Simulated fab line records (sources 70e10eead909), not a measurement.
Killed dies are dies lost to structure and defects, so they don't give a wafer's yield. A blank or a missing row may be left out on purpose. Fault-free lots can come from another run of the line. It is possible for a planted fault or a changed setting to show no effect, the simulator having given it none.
Which tool did it? :: flow nandHarc :: 10 lots with 30 wafers sampled at 4 steps, on a route of 1302 steps

WHAT THE GAUGES SHOWED, per wafer
NHARC_A_CHANNEL_HOLE_D1_INSPECT_40.
lot: L681
measured: day 8 19:58
on: defectInspect-01
rawDefectCount: 52 53 45

lot: L685
measured: day 10 09:22
on: defectInspect-02
rawDefectCount: 54 27 34

lot: L686
measured: day 10 19:36
on: defectInspect-01
rawDefectCount: 93 94 109

lot: L689
measured: day 12 05:13
on: defectInspect-02
rawDefectCount: 110 124 125

lot: L690
measured: day 12 13:10
on: defectInspect-02
rawDefectCount: 27 45 28

lot: L692
measured: day 13 02:44
on: defectInspect-02
rawDefectCount: 49 58 45

lot: L695
measured: day 14 21:40
on: defectInspect-02
rawDefectCount: 488 89 105

lot: L698
measured: day 16 02:01
on: defectInspect-02
rawDefectCount: 58 89 68

lot: L704
measured: day 18 08:58
on: defectInspect-02
rawDefectCount: 34 31 30

lot: L703
measured: day 18 09:50
on: defectInspect-01
rawDefectCount: 71 66 90

TOOL THAT RAN EACH LOT (tool first, then ch and the chambers of the sampled wafers, then the start)
lot: L681
NHARC_A_CHANNEL_HOLE_D1_ETCH_39: rieDiel-05 ch 0,1,3, day 8 18:05 or earlier
NHARC_A_CHANNEL_HOLE_D1_ETCH_26: harEtch-01 ch 0,1, day 8 18:05
NHARC_A_CHANNEL_HOLE_D1_ETCH_44: rieDiel-05 ch 0,1, day 8 18:59

lot: L685
NHARC_A_CHANNEL_HOLE_D1_ETCH_39: rieDiel-05 ch 0,2, day 10 07:28 or earlier
NHARC_A_CHANNEL_HOLE_D1_ETCH_26: harEtch-01 ch 0,1, day 10 07:28
NHARC_A_CHANNEL_HOLE_D1_ETCH_44: rieDiel-06 ch 1,2,3, day 10 08:23

lot: L686
NHARC_A_CHANNEL_HOLE_D1_ETCH_39: rieDiel-05 ch 0,1,2, day 10 17:38 or earlier
NHARC_A_CHANNEL_HOLE_D1_ETCH_26: harEtch-02 ch 0,1, day 10 17:38
NHARC_A_CHANNEL_HOLE_D1_ETCH_44: rieDiel-06 ch 0,2,3, day 10 18:38

lot: L689
NHARC_A_CHANNEL_HOLE_D1_ETCH_39: rieDiel-06 ch 2,3, day 12 03:19 or earlier
NHARC_A_CHANNEL_HOLE_D1_ETCH_26: harEtch-02 ch 0,1, day 12 03:19
NHARC_A_CHANNEL_HOLE_D1_ETCH_44: rieDiel-05 ch 0,3, day 12 04:14

lot: L690
NHARC_A_CHANNEL_HOLE_D1_ETCH_39: rieDiel-01 ch 0,1,2, day 12 11:14 or earlier
NHARC_A_CHANNEL_HOLE_D1_ETCH_26: harEtch-01 ch 0,1, day 12 11:14
NHARC_A_CHANNEL_HOLE_D1_ETCH_44: rieDiel-05 ch 0,1, day 12 12:11

lot: L692
NHARC_A_CHANNEL_HOLE_D1_ETCH_39: rieDiel-05 ch 1,2,3, day 13 00:49 or earlier
NHARC_A_CHANNEL_HOLE_D1_ETCH_26: harEtch-01 ch 0,1, day 13 00:49
NHARC_A_CHANNEL_HOLE_D1_ETCH_44: rieDiel-05 ch 1,2,3, day 13 01:46

lot: L695
NHARC_A_CHANNEL_HOLE_D1_ETCH_39: rieDiel-05 ch 1,2, day 14 19:47 or earlier
NHARC_A_CHANNEL_HOLE_D1_ETCH_26: harEtch-02 ch 1, day 14 19:47
NHARC_A_CHANNEL_HOLE_D1_ETCH_44: rieDiel-05 ch 1,2,3, day 14 20:42

lot: L698
NHARC_A_CHANNEL_HOLE_D1_ETCH_39: rieDiel-05 ch 0,2,3, day 16 00:06 or earlier
NHARC_A_CHANNEL_HOLE_D1_ETCH_26: harEtch-01 ch 0,1, day 16 00:06
NHARC_A_CHANNEL_HOLE_D1_ETCH_44: rieDiel-01 ch 0,1,2, day 16 01:00

lot: L704
NHARC_A_CHANNEL_HOLE_D1_ETCH_39: rieDiel-01 ch 0,1,2, day 18 07:00 or earlier
NHARC_A_CHANNEL_HOLE_D1_ETCH_26: harEtch-02 ch 0,1, day 18 07:00
NHARC_A_CHANNEL_HOLE_D1_ETCH_44: rieDiel-06 ch 0,2, day 18 07:57

lot: L703
NHARC_A_CHANNEL_HOLE_D1_ETCH_39: rieDiel-06 ch 0,2,3, day 18 07:56 or earlier
NHARC_A_CHANNEL_HOLE_D1_ETCH_26: harEtch-01 ch 0,1, day 18 07:56
NHARC_A_CHANNEL_HOLE_D1_ETCH_44: rieDiel-01 ch 0,1,3, day 18 08:52
- NHARC_A_CHANNEL_HOLE_D1_ETCH_39: etches the open film in N2/H2, target depth 260 nm, time 325 s.
- NHARC_A_CHANNEL_HOLE_D1_ETCH_26: etches the open film in C4F8/O2/Ar, time 224.1 s, target depth 300 nm.
- NHARC_A_CHANNEL_HOLE_D1_ETCH_44: etches the open film in CF4/O2, target depth 140 nm, overetch 14 nm, time 77 s.

THE ANSWER, worked out from the rows above alone
Rule: what is usual is taken from the lots themselves. The widest of any qualifying gaps counts: lots, ordered by their means at a reading, are off when they make up no more than a third of the lots, leave a main group of 4 or more, and stand apart from it by 3 or more times the standard deviation of that group's means. A main group whose means are all the same, to the digits that the tables above print for the reading, isn't used. Also off: a lot with no number at a reading for which 4 or more lots have one. Where the step has rows for the other lots, those lots are counted as sound.
Off: L695 (NHARC_A_CHANNEL_HOLE_D1_INSPECT_40, rawDefectCount). Main group: mean 63, sd 29.
A tool fits if, at a process step before that reading, it ran every lot that is off, and no sound lot after the first of them. The gauges at NHARC_A_CHANNEL_HOLE_D1_INSPECT_40 are tried like those tools. With no start given for some of its lots, NHARC_A_CHANNEL_HOLE_D1_ETCH_39 uses the hours and lot order of NHARC_A_CHANNEL_HOLE_D1_ETCH_26. One candidate fits, namely rieDiel-05 at NHARC_A_CHANNEL_HOLE_D1_ETCH_44. Its last sound lot is L692 (day 13 01:46), its first lot that is off L695 (day 14 20:42): a fault that began between those two fits.

WHAT THE SIMULATOR PUT IN
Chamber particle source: rieDiel-05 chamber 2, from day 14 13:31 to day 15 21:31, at NHARC_A_CHANNEL_HOLE_D1_ETCH_44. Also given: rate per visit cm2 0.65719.
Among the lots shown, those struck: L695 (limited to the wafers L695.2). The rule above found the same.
